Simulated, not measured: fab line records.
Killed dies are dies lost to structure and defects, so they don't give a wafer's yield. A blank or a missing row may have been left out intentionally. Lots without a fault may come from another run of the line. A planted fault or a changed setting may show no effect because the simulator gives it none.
The same fault as seen by 2 desks    flow n5_finfet    every desk sees just its own numbers, and what lay behind them comes last

## THE METROLOGY DESK
Lot by lot, what the gauges showed, no matter which tool ran the lot: averages of those sampled wafers that carry a number. If a lot's mean is further than 4 standard deviations from the usual mean, the lot is out of limits and carries the mark OUT (the distance appears in the brackets). It has 11 readings; the 7 that lie furthest out on some lot are the ones shown.
Columns: A = DIBL_N at N5_BEOL_M4_RC_MEAS_101, usual 36.0 mV/V; B = IOFF_N at N5_BEOL_M4_RC_MEAS_101, usual 0.156 nA/um; C = IOFF_P at N5_BEOL_M4_RC_MEAS_101, usual 0.21 nA/um; D = ION_P at N5_BEOL_M4_RC_MEAS_101, usual 463 uA/um; E = VT_N at N5_BEOL_M4_RC_MEAS_101, usual 250 mV; F = VT_P at N5_BEOL_M4_RC_MEAS_101, usual -250 mV; G = trench_depth_nm at N5_BEOL_M10_OCD_MEAS_38, usual 149.7 nm
lot   first seen here  A     B      C     D    E    F     G
L948  day 9 16:02      36.3  0.161  0.21  463  250  -249  149.1
L950  day 10 11:10     33.9  0.137  0.21  463  252  -248  150.6
L951  day 10 20:08     35.9  0.158  0.22  468  250  -250  148.7
L952  day 10 22:46     34.9  0.164  0.24  474  247  -246  146.6
L954  day 11 05:07     36.6  0.166  0.22  466  251  -249  149.3
L958  day 12 11:52     33.1  0.115  0.15  449  253  -257  144.9
L959  day 13 01:37     34.9  0.129  0.19  460  253  -251  154.5
L961  day 13 08:37     34.3  0.139  0.20  468  250  -247  148.9
L960  day 13 12:47     38.0  0.196  0.23  463  247  -251  151.9
L963  day 14 00:35     36.4  0.172  0.22  465  247  -251  152.5
This desk's finding: nothing out of limits on any of the 10 lots.

## THE TOOL OWNER'S DESK: rtp_anneal-02
Per lot that ran on this tool, the mean of the sampled wafers carrying a number, from the tool's own readings at N5_BEOL_M10_ANNEAL_51 (time 90 s). If a lot's mean is further than 4 standard deviations from the usual mean, the lot is out of limits and carries the mark OUT (the distance appears in the brackets).
Columns: A = anneal_temp_c at N5_BEOL_M10_ANNEAL_51, usual 224.99 C; B = anneal_temp_c_max at N5_BEOL_M10_ANNEAL_51, usual 225.74; C = wafer_temp_C_max at N5_BEOL_M10_ANNEAL_51, usual 226.03
lot   first seen here  A       B       C
L950  day 12 21:00     225.02  225.73  226.02
L959  day 15 12:47     225.00  225.77  225.93
L961  day 15 21:46     224.96  225.70  225.97
L960  day 15 22:05     224.86  225.69  226.03
L963  day 16 17:34     225.02  225.85  226.13
This desk's finding: nothing out of limits on any of the 5 lots.

## BROUGHT TOGETHER
From the metrology desk's view, nothing was out of limits.
The desk of the tool owner found nothing out of limits.

## WHAT HAD BEEN PUT IN BY THE SIMULATOR
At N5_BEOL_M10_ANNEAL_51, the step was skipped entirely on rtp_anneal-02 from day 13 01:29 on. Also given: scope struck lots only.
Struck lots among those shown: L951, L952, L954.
